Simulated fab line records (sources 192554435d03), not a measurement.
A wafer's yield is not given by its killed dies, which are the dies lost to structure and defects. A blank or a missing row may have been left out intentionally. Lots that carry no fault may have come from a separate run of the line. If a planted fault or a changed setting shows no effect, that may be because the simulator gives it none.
Which tool did it? | flow n5-finfet | 11 lots with 33 wafers sampled at 4 steps, on a route of 1938 steps

WHAT EACH GAUGE READ, for each wafer
N5_BEOL_M10_CD_MEAS_28: target cd 70 nm.
lot  | measured     | on        | cd-nm (nm)
L076 | day 10 22:05 | cd-sem-03 | 69.1 69.4 68.5
L075 | day 11 09:46 | cd-sem-02 | 69.1 69.6 69.8
L079 | day 12 16:27 | cd-sem-03 | 70.5 70.2 68.9
L083 | day 12 21:50 | cd-sem-01 | 70.8 70.2 70.0
L084 | day 13 19:56 | cd-sem-03 | 70.2 69.8 69.4
L087 | day 14 02:59 | cd-sem-01 | 69.9 69.5 70.3
L086 | day 14 06:46 | cd-sem-02 | 71.6 70.1 70.7
L091 | day 14 20:53 | cd-sem-02 | 68.3 68.7 68.5
L093 | day 15 21:27 | cd-sem-03 | 69.2 70.2 69.0
L094 | day 16 10:46 | cd-sem-02 | 71.0 70.8 71.3
L097 | day 17 09:50 | cd-sem-02 | 68.8 68.9 70.1

WHICH TOOL RAN EACH LOT (tool, then ch and the chambers of the sampled wafers, then the start)
lot  | N5_BEOL_M9_CURE_72            | N5_BEOL_M9_DEP_56               | N5_BEOL_M10_ETCH_62
L076 | uv-cure-02 ch 0, day 10 10:30 | pecvd-01 ch 0, day 10 14:20     | rie-diel-02 ch 0,1,3, day 10 17:49
L075 | uv-cure-02 ch 1, day 11 00:16 | pecvd-01 ch 0,1,2, day 11 04:23 | rie-diel-02 ch 2,3, day 11 08:08
L079 | uv-cure-01 ch 2, day 12 10:01 | pecvd-01 ch 0,1,2, day 12 12:38 | rie-diel-01 ch 1,2,3, day 12 15:40
L083 | uv-cure-03 ch 0, day 12 15:05 | pecvd-04 ch 0,2, day 12 17:25   | rie-diel-02 ch 0,1,2, day 12 20:23
L084 | uv-cure-03 ch 0, day 13 13:49 | pecvd-04 ch 0,1, day 13 15:50   | rie-diel-06 ch 2,3, day 13 18:09
L087 | uv-cure-02 ch 1, day 13 20:31 | pecvd-01 ch 0,1,2, day 13 22:14 | rie-diel-06 ch 1,3, day 14 00:17
L086 | uv-cure-02 ch 2, day 13 22:31 | pecvd-01 ch 0,1,2, day 14 00:37 | rie-diel-01 ch 1,2,3, day 14 04:29
L091 | uv-cure-02 ch 2, day 14 11:53 | pecvd-04 ch 1,2, day 14 14:08   | rie-diel-06 ch 1,2,3, day 14 17:02
L093 | uv-cure-02 ch 2, day 15 12:08 | pecvd-04 ch 0,1,2, day 15 16:23 | rie-diel-01 ch 0,1,3, day 15 18:32
L094 | uv-cure-01 ch 2, day 16 05:22 | pecvd-04 ch 0,1, day 16 07:25   | rie-diel-01 ch 0,1,2, day 16 09:44
L097 | uv-cure-02 ch 2, day 17 01:49 | pecvd-04 ch 1,2, day 17 04:22   | rie-diel-06 ch 0,2, day 17 07:54
- N5_BEOL_M9_CURE_72: cures SiCOH lowk, time 120 s.
- N5_BEOL_M9_DEP_56: deposits SiCN from 3MS/NH3, target thk 15 nm, time 26.5 s.
- N5_BEOL_M10_ETCH_62: etches SOC in N2/H2, target depth 110 nm, overetch 22 nm, time 165 s.

THE ANSWER, worked out from the rows above alone
Rule: the usual values come from the lots themselves. Put in order of their means at a reading, lots are off if they are a third of the lots or fewer, leave a main group of 4 or more, and stand apart from it by a gap of 3 or more times the standard deviation of the main group's means; of several such gaps the widest counts. A main group whose means are all the same, to the digits that the tables above print for the reading, isn't used. Also off: a lot with no number at a reading for which 4 or more lots have one. All remaining lots with rows at the step are treated as sound.
Nothing can be told from this: no lot is off at any reading shown.

WHAT WAS PUT IN BY THE SIMULATOR
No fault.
